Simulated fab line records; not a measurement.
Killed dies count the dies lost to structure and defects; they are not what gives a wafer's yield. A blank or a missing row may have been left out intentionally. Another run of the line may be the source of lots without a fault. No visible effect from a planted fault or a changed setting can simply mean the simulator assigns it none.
What tool caused it?	flow nand-harc	24 lots, 72 wafers sampled, at 5 steps of a route of 1302

## WHAT THE GAUGES READ, wafer by wafer
NHARC_P_M0_OVL_MEAS_10: pitch 180 nm. Usual: overlay-x-nm -0.2 nm, standard deviation 0.74; overlay-y-nm 0.0 nm, standard deviation 0.64.
lot	measured	on	overlay-x-nm (nm)	overlay-y-nm (nm)	flag
L074	day 6 04:08	overlay-01	-1.4 -1.0 -1.0	0.4 0.2 0.3	
L075	day 6 15:07	overlay-01	0.4 -0.1 -0.3	-0.3 0.0 -0.3	
L076	day 6 17:35	overlay-02	1.0 0.2 0.7	0.0 -0.4 -0.2	
L077	day 7 15:26	overlay-01	-0.2 0.1 0.8	0.3 -0.3 0.1	
L078	day 7 17:13	overlay-01	-0.8 -0.7 -0.4	0.0 -0.6 -0.6	
L079	day 8 04:44	overlay-01	0.2 -0.4 -0.2	0.3 0.5 0.3	
L080	day 8 09:58	overlay-01	-0.7 -0.5 -0.7	0.4 0.5 0.4	
L081	day 9 01:49	overlay-01	0.2 0.0 -1.0	0.9 0.4 1.1	
L082	day 9 08:59	overlay-02	0.0 0.1 -0.1	1.0 1.1 0.6	
L084	day 10 01:50	overlay-01	1.8 1.4 1.6	-1.1 -1.5 -1.7	
L083	day 10 02:40	overlay-01	-0.1 0.0 0.0	0.0 -0.8 -0.9	
L085	day 10 13:35	overlay-01	-0.9 -0.3 -0.6	-0.4 0.3 -0.2	
L086	day 10 23:53	overlay-02	-1.0 -1.4 -1.0	-0.4 0.1 -0.3	
L089	day 12 06:08	overlay-02	1.5 1.7 1.3	0.0 -1.1 -0.7	
L087	day 12 03:25	overlay-02	0.2 0.1 0.4	0.5 0.3 0.6	
L088	day 12 04:29	overlay-01	-0.2 0.2 0.0	0.9 0.2 1.0	
L090	day 12 16:51	overlay-01	-0.2 0.2 -0.4	-1.0 -0.9 -0.5	
L091	day 13 05:11	overlay-01	-0.1 0.1 0.1	0.3 -0.1 0.5	
L092	day 13 10:10	overlay-01	-0.1 0.0 0.0	0.5 0.1 0.7	
L093	day 13 20:56	overlay-01	-1.1 -0.7 -0.4	-0.5 0.4 0.7	
L094	day 14 02:01	overlay-01	-1.1 -0.3 -1.0	-0.2 0.0 -0.6	
L095	day 14 20:31	overlay-01	-1.1 -1.1 -0.8	0.6 0.8 0.5	
L096	day 15 04:07	overlay-02	-0.8 -1.0 -1.0	0.3 -0.1 0.5	
L097	day 15 13:04	overlay-01	0.1 0.4 -0.1	-0.9 -0.7 -0.7	

## EACH LOT AND THE TOOL THAT RAN IT (in order: tool; ch and the chambers of the sampled wafers; start)
lot	NHARC_P_GATE_DEP_103	NHARC_P_GATE_HM_OPEN_105	NHARC_P_GATE_ETCH_32	NHARC_P_CONTACT_ETCH_18
L074	pecvd-03 ch 0,1,2, day 5 03:14	rie-diel-01 ch 0,1,2, day 5 04:28 or earlier	rie-si-05 ch 0,1,3, day 5 04:28	rie-diel-04 ch 2,3, day 6 04:08 or earlier
L075	pecvd-01 ch 0,2, day 5 13:40	rie-diel-02 ch 1,2,3, day 5 15:08 or earlier	rie-si-02 ch 1,3, day 5 15:08	rie-diel-04 ch 0,1, day 6 15:07 or earlier
L076	pecvd-04 ch 1,2, day 5 16:02	rie-diel-09 ch 0,2,3, day 5 17:12 or earlier	rie-si-05 ch 2,3, day 5 17:12	rie-diel-05 ch 1,2,3, day 6 17:35 or earlier
L077	pecvd-04 ch 0,1,2, day 6 12:02	rie-diel-09 ch 1,2,3, day 6 13:23 or earlier	rie-si-03 ch 0,1,2, day 6 13:23	rie-diel-05 ch 0,1,3, day 7 15:26 or earlier
L078	pecvd-04 ch 1,2, day 6 16:25	rie-diel-02 ch 0,2,3, day 6 17:36 or earlier	rie-si-05 ch 0,1,3, day 6 17:36	rie-diel-04 ch 1,3, day 7 17:13 or earlier
L079	pecvd-04 ch 0,1,2, day 7 00:55	rie-diel-02 ch 0,1,3, day 7 02:53 or earlier	rie-si-05 ch 0,1, day 7 02:53	rie-diel-06 ch 0,3, day 8 04:44 or earlier
L080	pecvd-04 ch 0,1,2, day 7 09:04	rie-diel-02 ch 1,2, day 7 10:22 or earlier	rie-si-03 ch 0,1, day 7 10:22	rie-diel-05 ch 0,2,3, day 8 09:58 or earlier
L081	pecvd-04 ch 1,2, day 8 00:44	rie-diel-01 ch 0,2,3, day 8 02:02 or earlier	rie-si-03 ch 1,2,3, day 8 02:02	rie-diel-06 ch 0,3, day 9 01:49 or earlier
L082	pecvd-01 ch 0,1, day 8 08:12	rie-diel-02 ch 0,2,3, day 8 09:34 or earlier	rie-si-02 ch 1,2,3, day 8 09:34	rie-diel-06 ch 0,1, day 9 08:59 or earlier
L084	pecvd-04 ch 0,1,2, day 9 00:38	rie-diel-02 ch 0,2, day 9 01:57 or earlier	rie-si-02 ch 0,2,3, day 9 01:57	rie-diel-04 ch 2,3, day 10 01:50 or earlier
L083	pecvd-04 ch 0,1, day 9 01:16	rie-diel-01 ch 0,3, day 9 02:46 or earlier	rie-si-05 ch 0,1,2, day 9 02:46	rie-diel-06 ch 0,1,3, day 10 02:40 or earlier
L085	pecvd-01 ch 0,1, day 9 12:55	rie-diel-09 ch 0,1,2, day 9 14:06 or earlier	rie-si-02 ch 0,1, day 9 14:06	rie-diel-05 ch 0,2, day 10 13:35 or earlier
L086	pecvd-04 ch 0,1,2, day 9 22:29	rie-diel-09 ch 2,3, day 9 23:36 or earlier	rie-si-05 ch 0,1, day 9 23:36	rie-diel-04 ch 1,2,3, day 10 23:53 or earlier
L089	pecvd-04 ch 0,2, day 11 02:28	rie-diel-02 ch 0,1,2, day 11 03:46 or earlier	rie-si-02 ch 0,1,3, day 11 03:46	rie-diel-06 ch 0,1,3, day 12 06:08 or earlier
L087	pecvd-01 ch 0,1,2, day 11 02:52	rie-diel-01 ch 0,1,2, day 11 04:10 or earlier	rie-si-05 ch 0,2, day 11 04:10	rie-diel-05 ch 0,1,3, day 12 03:25 or earlier
L088	pecvd-01 ch 0,1, day 11 03:04	rie-diel-02 ch 2,3, day 11 04:27 or earlier	rie-si-03 ch 1,3, day 11 04:27	rie-diel-06 ch 1,2,3, day 12 04:29 or earlier
L090	pecvd-04 ch 0,1,2, day 11 16:00	rie-diel-02 ch 0,1, day 11 17:16 or earlier	rie-si-05 ch 2,3, day 11 17:16	rie-diel-05 ch 2,3, day 12 16:51 or earlier
L091	pecvd-01 ch 1,2, day 12 04:13	rie-diel-02 ch 1,2,3, day 12 05:27 or earlier	rie-si-03 ch 1,2,3, day 12 05:27	rie-diel-04 ch 0,1,2, day 13 05:11 or earlier
L092	pecvd-03 ch 0,1,2, day 12 09:01	rie-diel-01 ch 2,3, day 12 10:10 or earlier	rie-si-03 ch 0,1, day 12 10:10	rie-diel-06 ch 0,2,3, day 13 10:10 or earlier
L093	pecvd-04 ch 1,2, day 12 19:52	rie-diel-09 ch 1,2,3, day 12 21:13 or earlier	rie-si-05 ch 0,1, day 12 21:13	rie-diel-04 ch 0,1,3, day 13 20:56 or earlier
L094	pecvd-04 ch 0,2, day 13 01:08	rie-diel-01 ch 1,3, day 13 02:28 or earlier	rie-si-05 ch 2,3, day 13 02:28	rie-diel-04 ch 0,1,2, day 14 02:01 or earlier
L095	pecvd-01 ch 0,1,2, day 13 19:22	rie-diel-09 ch 0,1,3, day 13 20:42 or earlier	rie-si-03 ch 0,2,3, day 13 20:42	rie-diel-06 ch 2,3, day 14 20:31 or earlier
L096	pecvd-04 ch 0,2, day 14 03:24	rie-diel-02 ch 0,1,2, day 14 04:43 or earlier	rie-si-05 ch 0,3, day 14 04:43	rie-diel-04 ch 1,2,3, day 15 04:07 or earlier
L097	pecvd-03 ch 0,1,2, day 14 12:04	rie-diel-01 ch 0,2,3, day 14 13:25 or earlier	rie-si-03 ch 0,2, day 14 13:25	rie-diel-06 ch 1,2, day 15 13:04 or earlier
- NHARC_P_GATE_DEP_103: deposits SiON, target thk 30 nm.
- NHARC_P_GATE_HM_OPEN_105: chemistry O2/COS, target depth 360 nm.
- NHARC_P_GATE_ETCH_32: etches the open film in HBr/Cl2, target depth 150 nm, time 100.1 s.
- NHARC_P_CONTACT_ETCH_18: etches the open film in C4F8/O2/Ar, target depth 481 nm, time 240.5 s.

## WHAT THE TOOLS THEMSELVES READ (means of the sampled wafers that have a number; where no wafer has one, the mark that the record gives instead)
NHARC_P_GATE_DEP_103. Usual: heater-power-outer-w 482 W, standard deviation 55; heater-power-w 824 W, standard deviation 110.
lot	tool	heater-power-outer-w (W)	heater-power-w (W)	flag
L074	pecvd-03	438	754	
L075	pecvd-01	504	834	
L076	pecvd-04	557	976	
L077	pecvd-04	516	894	
L078	pecvd-04	453	843	
L079	pecvd-04	493	856	
L080	pecvd-04	493	829	
L081	pecvd-04	465	831	
L082	pecvd-01	454	763	
L084	pecvd-04	522	890	
L083	pecvd-04	492	789	
L085	pecvd-01	474	762	
L086	pecvd-04	470	813	
L089	pecvd-04	506	848	
L087	pecvd-01	499	836	
L088	pecvd-01	467	776	
L090	pecvd-04	507	869	
L091	pecvd-01	501	831	
L092	pecvd-03	442	763	
L093	pecvd-04	552	988	
L094	pecvd-04	492	829	
L095	pecvd-01	473	789	
L096	pecvd-04	484	866	
L097	pecvd-03	440	771	

NHARC_P_GATE_HM_OPEN_105. Usual: drypump-motor-current-A 5.8 A, standard deviation 0.48; oes-product-au 1.000 a.u., standard deviation 0.0092; rf-vpp-V 466.3 V, standard deviation 2.9; showerhead-plenum-p-Torr 3.08 Torr, standard deviation 0.13; throttle-valve-pct 28.329 %, standard deviation 0.0091.
lot	tool	drypump-motor-current-A (A)	oes-product-au (a.u.)	rf-vpp-V (V)	showerhead-plenum-p-Torr (Torr)	throttle-valve-pct (%)	flag
L074	rie-diel-01	5.8	1.004	466.9	3.10	28.337	
L075	rie-diel-02	5.7	1.003	465.9	3.07	28.325	
L076	rie-diel-09	6.0	0.998	464.3	2.99	28.333	
L077	rie-diel-09	6.2	1.000	465.6	3.05	28.322	
L078	rie-diel-02	5.4	1.003	466.2	3.08	28.340	
L079	rie-diel-02	5.7	1.005	467.4	3.12	28.332	
L080	rie-diel-02	5.7	0.989	463.2	2.95	28.327	
L081	rie-diel-01	5.7	1.003	468.0	3.15	28.332	
L082	rie-diel-02	5.4	1.000	466.5	3.08	28.325	
L084	rie-diel-02	5.4	0.994	464.0	2.95	28.334	
L083	rie-diel-01	6.2	0.995	469.6	3.18	28.324	
L085	rie-diel-09	6.0	1.000	468.1	3.10	28.330	
L086	rie-diel-09	6.2	1.009	463.2	2.93	28.336	
L089	rie-diel-02	5.7	1.001	465.0	2.99	28.326	
L087	rie-diel-01	5.8	1.001	466.4	3.10	28.330	
L088	rie-diel-02	5.3	1.000	467.0	3.15	28.329	
L090	rie-diel-02	6.0	1.004	465.4	3.03	28.332	
L091	rie-diel-02	5.7	1.001	466.7	3.07	28.325	
L092	rie-diel-01	5.2	1.003	466.9	3.11	28.329	
L093	rie-diel-09	6.2	1.004	465.5	3.05	28.335	
L094	rie-diel-01	6.0	0.998	466.0	3.06	28.331	
L095	rie-diel-09	6.0	0.996	465.3	3.10	28.325	
L096	rie-diel-02	5.7	0.999	464.4	2.99	28.335	
L097	rie-diel-01	5.7	1.004	467.5	3.14	28.321	

NHARC_P_GATE_ETCH_32. Usual: drypump-motor-current-A 5.7 A, standard deviation 0.42; oes-product-au 1.001 a.u., standard deviation 0.012; throttle-valve-pct 26.406 %, standard deviation 0.0088.
lot	tool	drypump-motor-current-A (A)	oes-product-au (a.u.)	throttle-valve-pct (%)	flag
L074	rie-si-05	5.9	1.008	26.403	
L075	rie-si-02	5.7	0.987	26.407	
L076	rie-si-05	5.6	1.000	26.402	
L077	rie-si-03	5.4	1.003	26.403	
L078	rie-si-05	5.9	1.009	26.407	
L079	rie-si-05	5.9	1.007	26.405	
L080	rie-si-03	5.3	1.022	26.409	
L081	rie-si-03	5.8	1.005	26.412	
L082	rie-si-02	5.6	0.984	26.400	
L084	rie-si-02	5.5	0.995	26.402	
L083	rie-si-05	5.9	1.004	26.405	
L085	rie-si-02	5.3	0.999	26.405	
L086	rie-si-05	6.1	1.010	26.395	
L089	rie-si-02	5.6	0.993	26.400	
L087	rie-si-05	5.9	0.998	26.406	
L088	rie-si-03	6.0	1.002	26.403	
L090	rie-si-05	5.7	0.987	26.401	
L091	rie-si-03	5.8	1.010	26.406	
L092	rie-si-03	5.3	1.003	26.404	
L093	rie-si-05	5.9	0.997	26.398	
L094	rie-si-05	5.6	0.992	26.410	
L095	rie-si-03	5.6	1.017	26.412	
L096	rie-si-05	5.9	0.990	26.405	
L097	rie-si-03	5.2	1.008	26.415	

NHARC_P_CONTACT_ETCH_18. Usual: oes-product-au 0.953 a.u., standard deviation 0.021; rf-vpp-V 982 V, standard deviation 4.7.
lot	tool	oes-product-au (a.u.)	rf-vpp-V (V)	flag
L074	rie-diel-04	0.969	987	
L075	rie-diel-04	0.976	985	
L076	rie-diel-05	0.968	983	
L077	rie-diel-05	0.970	983	
L078	rie-diel-04	0.932	984	
L079	rie-diel-06	0.976	974	
L080	rie-diel-05	0.955	985	
L081	rie-diel-06	0.948	978	
L082	rie-diel-06	0.975	974	
L084	rie-diel-04	0.924	985	
L083	rie-diel-06	0.932	976	
L085	rie-diel-05	0.951	984	
L086	rie-diel-04	0.926	986	
L089	rie-diel-06	0.971	976	
L087	rie-diel-05	0.914	982	
L088	rie-diel-06	0.948	980	
L090	rie-diel-05	0.953	985	
L091	rie-diel-04	0.971	986	
L092	rie-diel-06	0.966	978	
L093	rie-diel-04	0.971	985	
L094	rie-diel-04	0.940	986	
L095	rie-diel-06	0.981	982	
L096	rie-diel-04	0.927	985	
L097	rie-diel-06	0.934	977	

## THE ANSWER, worked out from the rows above alone
Rule: take the mean of a lot's wafers that have a number; if it is more than 3 standard deviations from the usual mean, the lot is off. Also off: a lot with no number at a reading for which 4 or more lots have one. All remaining lots with rows at the step are treated as sound. After the gauges, taken in route order, come the tools' own readings; for these a lot's mean is taken, as printed above. The first step at which some lot is off is used, and at that step the reading that is off furthest; a lot without a number counts as furthest.
None of the lots is off at any reading shown; this tells nothing.

## WHAT THE SIMULATOR HAD PUT IN
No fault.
